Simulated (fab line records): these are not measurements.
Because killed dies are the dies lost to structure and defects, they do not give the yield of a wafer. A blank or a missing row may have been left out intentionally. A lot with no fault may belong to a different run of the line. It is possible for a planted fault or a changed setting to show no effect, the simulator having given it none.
A struck lot beside a sound one :: flow nandHarc :: 15 steps out of a route of 1159
Sound: these wafers, L466.3, L466.4, L466.5. Struck: wafer L455.4 (left out: L455.2, a lot-mate that was not struck); the cause follows at the end.
Per side, at each step with rows, come the tool, then ch with its chambers, and then its first start. Under that, the readings that differ: sound wafers :: struck wafers :: difference of the means :: sigmas: that difference in standard deviations of wafers without a fault.
alike: readings with means less than 2 such deviations apart, plus words and numbers identical on both sides. not compared: withheld readings, readings lacking a value on some wafer, bounds such as >300 that could conceal the same value, and numbers that have no deviation in the record and whose values overlap.
A row with sigmas, a row that says differs or no value, or rows on one side alone: a step with any of these is where the two part. Numbers that don't overlap but have no deviation are shown without sigmas and don't part them. A reading missing from all wafers of one side parts the sides only when that side holds two or more wafers.

first, 2 steps without rows for these wafers: NHARC_P_CONTACT_DESCUM_17 (chemistry O2, time 3 s); NHARC_P_CONTACT_ETCH_35 (etches the open film in CF4, target depth 39 nm, time 65 s).
NHARC_P_CONTACT_ETCH_36: etches the open film in N2/H2, target depth 260 nm, time 406.25 s.
  sound on rieDiel-06 ch 2,3; struck on rieDiel-06 ch 1
reading: drypumpMotorCurrentA (A)
sound: 5.6 5.2 5.2
struck: 6.1
difference: +0.8
sigmas: +2
  alike: mfcArSccm, oesProductAu, rfVppV, showerheadPlenumPTorr, throttleValvePct
  not compared: rfHoursCounterH
then, 2 steps without rows for these wafers: NHARC_P_CONTACT_ETCH_18 (etches the open film in C4F8/O2/Ar, target depth 481 nm, time 240.5 s); NHARC_P_CONTACT_STRIP_37 (strips in C4F8/O2/Ar).
NHARC_P_CONTACT_ETCH_31: etches the open film in CH3F/O2, target depth 30 nm, time 85.7 s.
  sound on rieDiel-06 ch 1,2; struck on rieDiel-06 ch 0
reading: rfVppV (V)
sound: 246.5 245.1 246.6
struck: 241.9
difference: -4.2
sigmas: -2

reading: showerheadPlenumPTorr (Torr)
sound: 2.64 2.45 2.64
struck: 2.29
difference: -0.29
sigmas: -2
  alike: drypumpMotorCurrentA, mfcArSccm, oesProductAu, throttleValvePct
  not compared: rfHoursCounterH
NHARC_P_CONTACT_CD_MEAS_19:
  sound on cdSem-03, day 10 23:09; struck on cdSem-03, day 7 21:43
  alike: cdNm
NHARC_P_CONTACT_STRIP_28: strips in O2.
  sound on rieDiel-06 ch 0,1,3, day 10 23:15; struck on rieDiel-08 ch 3, day 7 21:47
reading: rfVppV (V)
sound: 58.8 57.3 55.6
struck: 59.3
difference: +2.1
sigmas: +2
  alike: drypumpMotorCurrentA, mfcArSccm, oesProductAu, showerheadPlenumPTorr, throttleValvePct
  not compared: rfHoursCounterH
then, 1 step without rows for these wafers: NHARC_P_CONTACT_STRIP_29 (strips in post etch residue remover, time 1200 s).
NHARC_P_CONTACT_DEGAS_38: time 60 s.
  sound on pvdSputter-03, day 10 23:51; struck on pvdSputter-02, day 7 22:25
  alike: heaterPowerW
then, 2 steps without rows for these wafers: NHARC_P_CONTACT_PRE_CLEAN_39 (time 19.5 s); NHARC_P_CONTACT_PVD_32 (deposits Ti, target thk 5 nm, time 17.7 s).
NHARC_P_CONTACT_ALD_22: deposits TiN, target thk 3 nm, pulse time 1 s, ald cycles 150.
  sound on aldMetal-04 ch 0,2,3, day 11 00:05; struck on aldMetal-01 ch 2, day 7 22:45
reading: aldCycles
sound: 150 150 150
struck: 73
difference: -77
sigmas: 

reading: precursorPulseHeightRel
sound: 1.025 1.016 1.003
struck: 0.963
difference: -0.052
sigmas: -3
  alike: heaterPowerW
NHARC_P_CONTACT_CVD_23: deposits W, target thk 200 nm, time 557 s.
  sound on cvdW-02 ch 0,1; struck on cvdW-01 ch 1
  alike: heaterPowerW, mfcArSccm, throttleValvePct
-- jump in the record: it breaks off in module P_CONTACT and resumes in module END (first step shown: number 1159 of the route), and 17 days separate the struck wafers' starts before and after --
NHARC_END_SORT_01:
  here the record holds rows for the struck wafers (prober-02 ch 0, day 24 15:00) but none for the sound ones

== WHERE THEY PART ==
At NHARC_P_CONTACT_ETCH_36 first; at NHARC_END_SORT_01 last (within this record only).

WHY: whatever the simulator had introduced
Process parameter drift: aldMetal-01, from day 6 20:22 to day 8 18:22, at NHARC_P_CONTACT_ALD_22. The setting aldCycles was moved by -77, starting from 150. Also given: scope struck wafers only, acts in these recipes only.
